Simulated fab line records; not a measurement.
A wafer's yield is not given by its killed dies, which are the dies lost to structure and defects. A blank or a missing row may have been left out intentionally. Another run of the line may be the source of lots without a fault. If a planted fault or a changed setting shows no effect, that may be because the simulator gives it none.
A single fault, viewed from 2 desks | flow n5Finfet | every desk sees just its own numbers, and what lay behind them comes last

THE DEFECT DESK
For each lot, the counts of the inspections along the route, averaged over the sampled wafers that have a number. The brackets show how far a lot's mean lies from the usual mean; more than 4 standard deviations puts the lot out of limits, marked OUT.
Columns: A = rawDefectCount at N5_BEOL_M10_INSPECT_13, usual 437
lot  | first seen here | A
L607 | day 11 19:11    | 403
L606 | day 11 19:22    | 460
L610 | day 11 21:25    | 439
L612 | day 12 04:03    | 432
L613 | day 12 04:20    | 347
L609 | day 13 08:18    | 473
L621 | day 14 20:05    | 261
L624 | day 15 15:44    | 476
L626 | day 16 03:24    | 380
L628 | day 16 18:42    | 461
L627 | day 16 18:56    | 550
This desk's finding: nothing out of limits on any of the 11 lots.

DESK OF THE TOOL OWNER: lithoTrack-05
The tool's own readings at N5_BEOL_M10_COAT_60 (time 60 s, resist thk 30 nm): means of the sampled wafers that have a number, for each lot that ran on this tool. The brackets show how far a lot's mean lies from the usual mean; more than 4 standard deviations puts the lot out of limits, marked OUT.
Columns: A = spinSpeedRpm at N5_BEOL_M10_COAT_60, usual 1500.1 rpm
lot  | first seen here | A
L606 | day 11 18:53    | 1500.5
L610 | day 11 20:59    | 1499.8
L612 | day 12 03:38    | 1499.5
L613 | day 12 03:55    | 1465.6 (-35) OUT
L609 | day 13 07:53    | 1465.7 (-35) OUT
L624 | day 15 15:19    | 1499.0
L626 | day 16 03:06    | 1499.8
L628 | day 16 18:25    | 1500.3
Finding of this desk: L609, L613 out of limits; the first was L613 at day 12 03:55, on spinSpeedRpm at N5_BEOL_M10_COAT_60. L606, L610, L612, L624, L626, L628 stayed within limits.

BROUGHT TOGETHER
On L609, L613, at day 12 03:55, an alarm was possible from the tool owner's desk.
No out-of-limits result turned up at the defect desk.
The defect desk has L609, L613 on record, within its limits.
N5_BEOL_M10_COAT_60 was run on lithoTrack-05 by each of the lots named.

WHAT WAS PUT IN BY THE SIMULATOR
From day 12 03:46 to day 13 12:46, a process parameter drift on lithoTrack-05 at N5_BEOL_M10_COAT_60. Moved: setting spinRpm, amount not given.
Struck lots among those shown: L609, L613.
How many hours passed from the start of the fault until each desk's first out-of-limits reading: the tool owner's desk, 0.
